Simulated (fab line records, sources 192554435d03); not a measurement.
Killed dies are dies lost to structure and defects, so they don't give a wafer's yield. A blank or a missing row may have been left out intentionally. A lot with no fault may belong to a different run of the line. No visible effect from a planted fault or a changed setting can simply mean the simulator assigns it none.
fab line records + flow n5-finfet
record
- lots=6
- wafers=18
- last-day=17
route steps=1938 shown BEOL_M9@1406
lots untouched by any fault: they come from a run of this same line in which no faults occurred
start-h: hours from the record's opening day to when the first of the lot's shown wafers began + wait-h: time in hours since the lot's previous step + " same as the row above + L1.1+2: a single row standing in for several wafers + - either no value or no given start + * or withheld: withheld + < > ~ a bound
route shown NAME@n: names a module that has steps shown in the file, with the first one's number in the route + usual: mean/standard deviation taken from wafers without a fault + same: alike in all rows + chamber/n: place in a boat + sites: per-site readings + _std_site: the values' standard deviation + _edge_site: mean of outer sites minus mean of inner sites + radius-mm: for every site, how far away it sits from the centre of the wafer + mask NAME#n: copy n + behind: the last tool/chamber to shape the wafer + hold: the reason the lot was held/the length of the hold in hours/how it ended + device: the transistor (n, p or np) that didn't switch + end of line: the route-end tests of the same wafers + a step given without rows: its recipe and nothing more + killed: dies that structure and defects cost at the first sort, which is not the same as the wafer's yield + map: shows each die of a wafer: x if killed, . if not, _ if none is there
set.NAME: the setting as run; set.NAME@STEP: as run at that earlier step + model.NAME: the simulator's own value behind a step, which no gauge read
certain route steps with their lots: each step a table, each wafer a row
services: a tool's chamber out of use, with start hour (start-h, from the record's first day; less than 0 if before it), hours out, and reason
## steps
# step N5_BEOL_M9_COAT_59
# recipe
- resist=SOC
- temp-c=250
- time-s=60
- spin-rpm=1500
- resist-thk-nm=100
# step N5_BEOL_M9_COAT_60
# recipe
- resist=SiARC
- temp-c=220
- time-s=60
- spin-rpm=1500
- resist-thk-nm=30
# step N5_BEOL_M9_COAT_05
# recipe
- resist=CAR-ArF
- spin-rpm=1500
- resist-thk-nm=90
# step N5_BEOL_M9_EBR_07
# recipe
- solvent=PGMEA
- ebr-width-mm=1.5
# step N5_BEOL_M9_SOFTBAKE_06
# recipe
- temp-c=110
- time-s=60
- resist=CAR-ArF
# step N5_BEOL_M9_EXPOSE_08
# recipe
- mask-id=M9
- na=1.35
- source-shape=dipole
- sigma-inner=0.411
- sigma-outer=0.611
- polarization=te
- dose-mj=53.75
# step N5_BEOL_M9_PEB_09
# recipe
- peb-temp-c=withheld
- peb-time-s=60
- resist=CAR-ArF
# step N5_BEOL_M9_DEVELOP_10
# recipe
- develop-time-s=30
- developer=TMAH
- resist=CAR-ArF
- rinse-liquid=diw
- dry=air-spin
- dev-temp-c=23
# step N5_BEOL_M9_CD_MEAS_11
# recipe
- target-cd-nm=64.1
- landing-energy-ev=500
- detector=se-inlens
- polarity=opening
# usual
- cd-nm=64.1/0.44
| lot.wafer | tool      | chamber | start-h | wait-h | cd-nm |
|-----------|-----------|---------|---------|--------|-------|
| L425.1    | cd-sem-02 | 0       | 213.86  | -      | 64.4  |
| L425.3    | "         | 0       | "       | "      | 64.7  |
| L425.6    | "         | 0       | "       | "      | 65.0  |
| L427.1    | cd-sem-03 | 0       | 235.62  | -      | 64.6  |
| L427.2    | "         | 0       | "       | "      | 64.1  |
| L427.4    | "         | 0       | "       | "      | 64.1  |
| L431.2    | cd-sem-02 | 0       | 264.89  | -      | 63.9  |
| L431.4    | "         | 0       | "       | "      | 63.8  |
| L431.5    | "         | 0       | "       | "      | 63.8  |
| L436.1    | cd-sem-03 | 0       | 290.33  | -      | 64.0  |
| L436.2    | "         | 0       | "       | "      | 64.3  |
| L436.6    | "         | 0       | "       | "      | 63.6  |
| L439.4    | cd-sem-03 | 0       | 306.22  | -      | 64.4  |
| L439.5    | "         | 0       | "       | "      | 64.3  |
| L439.6    | "         | 0       | "       | "      | 64.4  |
| L443.2    | cd-sem-03 | 0       | 341.71  | -      | 64.3  |
| L443.4    | "         | 0       | "       | "      | 64.4  |
| L443.6    | "         | 0       | "       | "      | 64.0  |
# step N5_BEOL_M9_OVL_MEAS_12
# recipe
- points-per-wafer=44
# usual
- M9_OVL=0.5/0.73
| lot.wafer | tool       | chamber | start-h | wait-h | M9_OVL[nm] |
|-----------|------------|---------|---------|--------|------------|
| L425.1    | overlay-01 | 0       | 213.89  | 0.0    | 1.4        |
| L425.3    | "          | 0       | "       | "      | 0.3        |
| L425.6    | "          | 0       | "       | "      | 0.3        |
| L427.1    | overlay-01 | 0       | 235.65  | 0.0    | -0.3       |
| L427.2    | "          | 0       | "       | "      | 0.8        |
| L427.4    | "          | 0       | "       | "      | 1.4        |
| L431.2    | overlay-01 | 0       | 264.92  | 0.0    | -0.5       |
| L431.4    | "          | 0       | "       | "      | -0.9       |
| L431.5    | "          | 0       | "       | "      | 0.0        |
| L436.1    | overlay-02 | 0       | 290.36  | 0.0    | 0.9        |
| L436.2    | "          | 0       | "       | "      | 0.5        |
| L436.6    | "          | 0       | "       | "      | -0.1       |
| L439.4    | overlay-02 | 0       | 306.25  | 0.0    | 1.3        |
| L439.5    | "          | 0       | "       | "      | 0.2        |
| L439.6    | "          | 0       | "       | "      | 1.0        |
| L443.2    | overlay-02 | 0       | 341.74  | 0.0    | 1.1        |
| L443.4    | "          | 0       | "       | "      | 0.4        |
| L443.6    | "          | 0       | "       | "      | 0.8        |
# step N5_BEOL_M9_INSPECT_13
# recipe
- mode=adi
- inspect-instrument=brightfield
# usual
- raw-defect-count=403/88
| lot.wafer | tool              | chamber | start-h | wait-h | raw-defect-count |
|-----------|-------------------|---------|---------|--------|------------------|
| L425.1    | defect-inspect-01 | -       | 213.91  | 0.0    | 390              |
| L425.3    | "                 | -       | "       | "      | 413              |
| L425.6    | "                 | -       | "       | "      | 434              |
| L427.1    | defect-inspect-02 | -       | 235.68  | 0.0    | 303              |
| L427.2    | "                 | -       | "       | "      | 365              |
| L427.4    | "                 | -       | "       | "      | 325              |
| L431.2    | defect-inspect-02 | -       | 264.94  | 0.0    | 348              |
| L431.4    | "                 | -       | "       | "      | 350              |
| L431.5    | "                 | -       | "       | "      | 380              |
| L436.1    | defect-inspect-02 | -       | 290.38  | 0.0    | 278              |
| L436.2    | "                 | -       | "       | "      | 227              |
| L436.6    | "                 | -       | "       | "      | 279              |
| L439.4    | defect-inspect-02 | -       | 306.27  | 0.0    | 404              |
| L439.5    | "                 | -       | "       | "      | 553              |
| L439.6    | "                 | -       | "       | "      | 421              |
| L443.2    | defect-inspect-01 | -       | 341.76  | 0.0    | 308              |
| L443.4    | "                 | -       | "       | "      | 294              |
| L443.6    | "                 | -       | "       | "      | 418              |
# step N5_BEOL_M9_DESCUM_16
# recipe
- chemistry=O2
- time-s=7.9
- source-power-w=50
- bias-power-w=20
- pressure-mtorr=20
- rf-frequency-hz=2.712e+07
- temp-c=40
- resist=CAR-ArF
- o2-flow-sccm=225
# usual
- drypump-motor-current-A=5.41/0.29
- o2-flow-sccm=224.9/0.62
- oes-product-au=0.81/0.1
- rf-vpp-V=243.4/1.2
- showerhead-plenum-p-Torr=2.11/0.05
- throttle-valve-pct=20.36/0.24
| lot.wafer | tool        | chamber | start-h | wait-h | drypump-motor-current-A | o2-flow-sccm | oes-product-au | rf-hours-counter-h | rf-vpp-V | showerhead-plenum-p-Torr | throttle-valve-pct |
|-----------|-------------|---------|---------|--------|-------------------------|--------------|----------------|--------------------|----------|--------------------------|--------------------|
| L425.1    | rie-diel-05 | 3       | 214.14  | 0.2    | 5.30                    | 225.8        | 0.73           | 171                | 243.2    | 2.08                     | 20.46              |
| L425.3    | "           | 2       | "       | "      | 5.68                    | 224.9        | 0.91           | 16                 | 244.0    | 2.13                     | 20.09              |
| L425.6    | "           | 1       | "       | "      | 5.44                    | 224.7        | 0.91           | -                  | 242.5    | 2.05                     | 20.06              |
| L427.1    | rie-diel-06 | 1       | 235.87  | 0.2    | 5.44                    | 224.9        | 0.93           | 12                 | 242.4    | 2.13                     | 20.09              |
| L427.2    | "           | 0       | "       | "      | 5.07                    | 224.7        | 0.73           | 167                | 245.4    | 2.18                     | 20.40              |
| L427.4    | "           | 3       | "       | "      | 5.33                    | 225.0        | 0.70           | -                  | 242.3    | 2.08                     | 20.68              |
| L431.2    | rie-diel-05 | 0       | 264.97  | 0.0    | 5.03                    | 224.4        | 0.96           | 15                 | 245.3    | 2.12                     | 20.27              |
| L431.4    | "           | 3       | "       | "      | 5.33                    | 225.0        | 0.71           | 187                | 244.1    | 2.07                     | 20.47              |
| L431.5    | "           | 2       | "       | "      | 5.69                    | 225.3        | 0.89           | -                  | 243.4    | 2.13                     | 20.12              |
| L436.1    | rie-diel-05 | 2       | 290.55  | 0.2    | 5.68                    | 224.8        | 0.88           | 39                 | 244.6    | 2.13                     | 20.15              |
| L436.2    | "           | 1       | "       | "      | 5.46                    | 225.7        | 0.87           | 57                 | 241.6    | 2.04                     | 20.09              |
| L436.6    | "           | 0       | "       | "      | 5.00                    | 224.9        | 0.94           | -                  | 243.8    | 2.11                     | 20.30              |
| L439.4    | rie-diel-06 | 3       | 306.31  | 0.0    | 5.30                    | 226.0        | 0.68           | 206                | 242.8    | 2.08                     | 20.70              |
| L439.5    | "           | 3       | "       | "      | 5.33                    | 225.2        | 0.68           | -                  | 243.0    | 2.08                     | 20.71              |
| L439.6    | "           | 2       | "       | "      | 5.88                    | 224.6        | 0.71           | -                  | 243.0    | 2.07                     | 20.85              |
| L443.2    | rie-diel-03 | 1       | 341.80  | 0.0    | 5.28                    | 225.2        | 0.76           | 110                | 245.0    | 2.20                     | 20.49              |
| L443.4    | "           | 0       | "       | "      | 5.93                    | 224.3        | 0.68           | 243                | 242.8    | 2.06                     | 20.22              |
| L443.6    | "           | 2       | "       | "      | 5.26                    | 224.9        | 0.90           | -                  | 242.9    | 2.06                     | 20.27              |
# step N5_BEOL_M9_ETCH_61
# recipe
- chemistry=CF4
- target=SiARC
- target-depth-a=390
- mask-material=CAR-ArF
- time-s=65
- ion-energy-ev=80
- pressure-mtorr=40
- source-w=545
- bias-w=36
- Ar_flow_sccm=100
- cf4-flow-sccm=100
- ends=cleared
# usual
- bias-w=36.02/0.11
- drypump-motor-current-A=5.41/0.29
- etch-rf-on-time-s=64.8/1.3
- oes-product-au=0.69/0.086
- rf-fwd-power-W=538.2/2.8
- rf-vpp-V=184.3/0.96
- showerhead-plenum-p-Torr=2.16/0.054
- throttle-valve-pct=15.56/0.23
| lot.wafer | tool        | chamber | start-h | wait-h | bias-w | drypump-motor-current-A | etch-rf-on-time-s | oes-product-au | rf-fwd-power-W | rf-hours-counter-h | rf-vpp-V | showerhead-plenum-p-Torr | throttle-valve-pct |
|-----------|-------------|---------|---------|--------|--------|-------------------------|-------------------|----------------|----------------|--------------------|----------|--------------------------|--------------------|
| L425.1    | rie-diel-05 | 3       | 214.17  | 0.0    | 36.14  | 5.32                    | 65.9              | 0.62           | 540.4          | 171                | 182.5    | 2.12                     | 15.64              |
| L425.3    | "           | 2       | "       | "      | 35.99  | 5.70                    | 62.6              | 0.80           | 540.4          | 16                 | 184.6    | 2.19                     | 15.25              |
| L425.6    | "           | 1       | "       | "      | 35.79  | 5.46                    | 64.6              | 0.77           | 534.6          | -                  | 181.9    | 2.09                     | 15.14              |
| L427.1    | rie-diel-06 | 1       | 235.90  | 0.0    | 35.98  | 5.42                    | 64.0              | 0.78           | 534.0          | 12                 | 183.4    | 2.19                     | 15.36              |
| L427.2    | "           | 0       | "       | "      | 35.96  | 5.08                    | 64.4              | 0.62           | 534.7          | 167                | 184.2    | 2.21                     | 15.54              |
| L427.4    | "           | 3       | "       | "      | 35.96  | 5.34                    | 65.3              | 0.61           | 543.4          | -                  | 183.5    | 2.14                     | 15.82              |
| L431.2    | rie-diel-05 | 0       | 265.01  | 0.0    | 36.02  | 5.02                    | 53.3              | 0.91           | 674.1          | 15                 | 172.7    | 2.19                     | 15.56              |
| L431.4    | "           | 3       | "       | "      | 36.11  | 5.30                    | 54.5              | 0.68           | 668.1          | 187                | 169.3    | 2.12                     | 15.67              |
| L431.5    | "           | 2       | "       | "      | 36.19  | 5.68                    | 51.3              | 0.88           | 667.4          | -                  | 170.5    | 2.18                     | 15.29              |
| L436.1    | rie-diel-05 | 2       | 290.59  | 0.0    | 35.94  | 5.67                    | 51.4              | 0.86           | 668.6          | 39                 | 170.2    | 2.18                     | 15.30              |
| L436.2    | "           | 1       | "       | "      | 36.09  | 5.43                    | 53.4              | 0.82           | 664.0          | 57                 | 170.8    | 2.08                     | 15.19              |
| L436.6    | "           | 0       | "       | "      | 36.08  | 5.02                    | 53.7              | 0.90           | 671.0          | -                  | 171.1    | 2.19                     | 15.55              |
| L439.4    | rie-diel-06 | 3       | 306.35  | 0.0    | 36.15  | 5.35                    | 65.3              | 0.59           | 540.0          | 206                | 183.5    | 2.13                     | 15.88              |
| L439.5    | "           | 3       | "       | "      | 36.02  | 5.33                    | 65.6              | 0.59           | 541.5          | -                  | 182.3    | 2.13                     | 15.87              |
| L439.6    | "           | 2       | "       | "      | 36.18  | 5.91                    | 64.2              | 0.62           | 536.1          | -                  | 184.2    | 2.12                     | 16.02              |
| L443.2    | rie-diel-03 | 1       | 341.83  | 0.0    | 35.82  | 5.28                    | 65.4              | 0.65           | 539.8          | 110                | 185.4    | 2.26                     | 15.71              |
| L443.4    | "           | 0       | "       | "      | 36.00  | 5.91                    | 66.8              | 0.58           | 539.2          | 243                | 183.5    | 2.10                     | 15.48              |
| L443.6    | "           | 2       | "       | "      | 36.04  | 5.23                    | 64.3              | 0.76           | 540.4          | -                  | 183.9    | 2.10                     | 15.39              |
# step N5_BEOL_M9_ETCH_62
# recipe
- chemistry=N2/H2
- target=SOC
- target-depth-a=1100
- overetch-a=220
- mask-material=SiARC
- temp-c=40
- time-s=165
- ion-energy-ev=200
- pressure-mtorr=30
- source-w=840
- bias-w=150
- n2-flow-sccm=200
- h2-flow-sccm=200
# usual
- bias-w=150.0/0.43
- drypump-motor-current-A=5.42/0.29
- oes-product-au=0.68/0.08
- rf-fwd-power-W=837.0/2.8
- rf-vpp-V=524.5/1.9
- showerhead-plenum-p-Torr=2.57/0.064
- throttle-valve-pct=17.81/0.3
| lot.wafer | tool        | chamber | start-h | wait-h | bias-w | drypump-motor-current-A | oes-product-au | rf-fwd-power-W | rf-hours-counter-h | rf-vpp-V | showerhead-plenum-p-Torr | throttle-valve-pct |
|-----------|-------------|---------|---------|--------|--------|-------------------------|----------------|----------------|--------------------|----------|--------------------------|--------------------|
| L425.1    | rie-diel-05 | 3       | 214.22  | 0.0    | 150.1  | 5.32                    | 0.62           | 838.4          | 171                | 525.3    | 2.53                     | 17.97              |
| L425.3    | "           | 2       | "       | "      | 150.1  | 5.70                    | 0.79           | 839.6          | 16                 | 525.6    | 2.60                     | 17.63              |
| L425.6    | "           | 1       | "       | "      | 150.3  | 5.49                    | 0.76           | 831.6          | -                  | 522.0    | 2.48                     | 17.39              |
| L427.1    | rie-diel-06 | 1       | 235.95  | 0.0    | 150.5  | 5.47                    | 0.77           | 837.2          | 12                 | 524.2    | 2.60                     | 17.51              |
| L427.2    | "           | 0       | "       | "      | 150.8  | 5.09                    | 0.61           | 835.2          | 168                | 526.3    | 2.66                     | 17.91              |
| L427.4    | "           | 3       | "       | "      | 150.1  | 5.37                    | 0.60           | 838.3          | -                  | 523.5    | 2.54                     | 18.09              |
| L431.2    | rie-diel-05 | 0       | 265.06  | 0.0    | 150.2  | 5.04                    | 0.81           | 840.3          | 15                 | 525.7    | 2.62                     | 17.88              |
| L431.4    | "           | 3       | "       | "      | 150.4  | 5.30                    | 0.60           | 836.0          | 187                | 522.5    | 2.52                     | 17.99              |
| L431.5    | "           | 2       | "       | "      | 149.9  | 5.72                    | 0.76           | 835.4          | -                  | 527.5    | 2.59                     | 17.67              |
| L436.1    | rie-diel-05 | 2       | 290.64  | 0.0    | 150.3  | 5.69                    | 0.74           | 841.6          | 39                 | 523.5    | 2.59                     | 17.68              |
| L436.2    | "           | 1       | "       | "      | 150.2  | 5.45                    | 0.73           | 833.9          | 57                 | 522.0    | 2.48                     | 17.43              |
| L436.6    | "           | 0       | "       | "      | 149.9  | 5.03                    | 0.78           | 838.2          | -                  | 524.8    | 2.62                     | 17.87              |
| L439.4    | rie-diel-06 | 3       | 306.40  | 0.0    | 149.9  | 5.31                    | 0.59           | 834.2          | 206                | 523.0    | 2.53                     | 18.12              |
| L439.5    | "           | 3       | "       | "      | 149.9  | 5.34                    | 0.58           | 834.7          | -                  | 522.7    | 2.53                     | 18.14              |
| L439.6    | "           | 2       | "       | "      | 150.3  | 5.89                    | 0.61           | 835.7          | -                  | 523.7    | 2.54                     | 18.49              |
| L443.2    | rie-diel-03 | 1       | 341.88  | 0.0    | 150.2  | 5.28                    | 0.65           | 834.2          | 110                | 526.9    | 2.65                     | 17.66              |
| L443.4    | "           | 0       | "       | "      | 150.1  | 5.94                    | 0.59           | 836.9          | 243                | 523.8    | 2.49                     | 17.61              |
| L443.6    | "           | 2       | "       | "      | 149.8  | 5.27                    | 0.75           | 831.8          | -                  | 521.0    | 2.49                     | 17.73              |
## services
| tool        | chamber | start-h | hours | kind                          |
|-------------|---------|---------|-------|-------------------------------|
| rie-diel-03 | 3       | 207.89  | 9.7   | repair                        |
| rie-diel-03 | 3       | 218.18  | -     | clean                         |
| rie-diel-03 | 3       | 218.18  | -     | consumable-replace:focus-ring |
| rie-diel-03 | 3       | 218.18  | 18.2  | scheduled-down                |
| rie-diel-03 | 3       | 218.18  | 18.2  | vent-cycle                    |
| rie-diel-03 | -       | 223.67  | 1.2   | repair                        |
| rie-diel-06 | 3       | 226.39  | 4.2   | repair                        |
| rie-diel-06 | 2       | 227.03  | 16.7  | repair                        |
| rie-diel-03 | 2       | 249.30  | -     | clean                         |
| rie-diel-03 | 2       | 249.30  | -     | consumable-replace:focus-ring |
| rie-diel-03 | 2       | 249.30  | 16.8  | scheduled-down                |
| rie-diel-03 | 2       | 249.30  | 16.8  | vent-cycle                    |
| rie-diel-03 | -       | 252.99  | 2.8   | pm                            |
| rie-diel-03 | 3       | 257.10  | 10.3  | repair                        |
| rie-diel-03 | 0       | 275.51  | 4.4   | repair                        |
| rie-diel-03 | -       | 281.98  | 0.1   | repair                        |
| rie-diel-06 | 0       | 287.29  | 12.3  | repair                        |
| rie-diel-05 | 2       | 295.07  | 17.0  | repair                        |
| rie-diel-05 | 2       | 316.07  | 4.0   | repair                        |
| rie-diel-03 | 3       | 317.28  | 3.7   | repair                        |
## key
first-sign
- step=N5_BEOL_M9_ETCH_61
- reading=rf-fwd-power-W
- direction=up
- sigmas=47
- usual=*
- struck=*
effect
- step=N5_BEOL_M9_ETCH_61
- reading=rf-vpp-V
- direction=down
- sigmas=14
- usual=184.3
- struck=170.8
met-at N5_BEOL_M9_ETCH_61
struck-wafers L431.2,L431.4,L431.5,L436.1,L436.2,L436.6
onset-between 214.17 265.01
fault
- kind=process-parameter-drift
- tool=rie-diel-05
- chamber=-
- onset-h=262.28
- steps=N5_BEOL_M9_ETCH_61
- channel=source-w
- offset=130.8
- shape=step
- end-h=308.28
- acts-in=these-recipes-only
- stated=545
